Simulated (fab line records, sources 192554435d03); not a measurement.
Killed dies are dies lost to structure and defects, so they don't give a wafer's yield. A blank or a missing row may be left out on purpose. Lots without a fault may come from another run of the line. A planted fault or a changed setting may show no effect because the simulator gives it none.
Chamber matching | flow n5_finfet | N5_BEOL_M7_ILD_DEP_00 on pecvd-01: 3 sister chambers
The step deposits SiCOH lowk from DEMS/porogen, target thk 179.75 nm, time 33.4 s. 3 wafers are shown with their chamber, then 12 later ones without.

WAFERS WITH THEIR CHAMBER
wafer  | chamber | throttle_valve_pct (%)
L091.6 | 1       | 13.4
L090.4 | 0       | 14.5
L090.5 | 2       | 14.0

WAFERS WITHOUT THEIR CHAMBER
wafer  | throttle_valve_pct (%)
L089.1 | 13.5
L089.2 | 14.7
L089.6 | 13.6
L093.1 | 14.5
L093.2 | 13.4
L093.5 | 13.7
L094.1 | 14.4
L094.2 | 13.4
L094.4 | 14.6
L097.1 | 14.1
L097.4 | 13.9
L097.6 | 14.4

WHICH CHAMBER EACH WENT THROUGH
wafer  | from the rows above     | in truth
L089.1 | 1                       | 1
L089.2 | 0                       | 0
L089.6 | can't be placed: 1 or 2 | 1
L093.1 | 0                       | 0
L093.2 | 1                       | 1
L093.5 | can't be placed: 1 or 2 | 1
L094.1 | 0                       | 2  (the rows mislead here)
L094.2 | 1                       | 1
L094.4 | 0                       | 0
L097.1 | 2                       | 2
L097.4 | 2                       | 2
L097.6 | 0                       | 0
Placed correctly: 9 of 12. Can't be placed from these rows: 2 (the true chamber is among the candidates in 2). Placed wrongly: 1.
How it was worked out, from the rows above alone: a wafer's distance from a chamber is the root of the sum, over the readings, of the square of ((its reading less the chamber's mean) divided by the reading's scatter). The wafer belongs to the nearest chamber; if the next one is less than 2 further off, it can't be placed. A chamber's mean is the mean of its shown wafers. The scatter: with one shown wafer a chamber, the root of the mean of the squares of how far each hidden wafer lies from its nearest shown one.
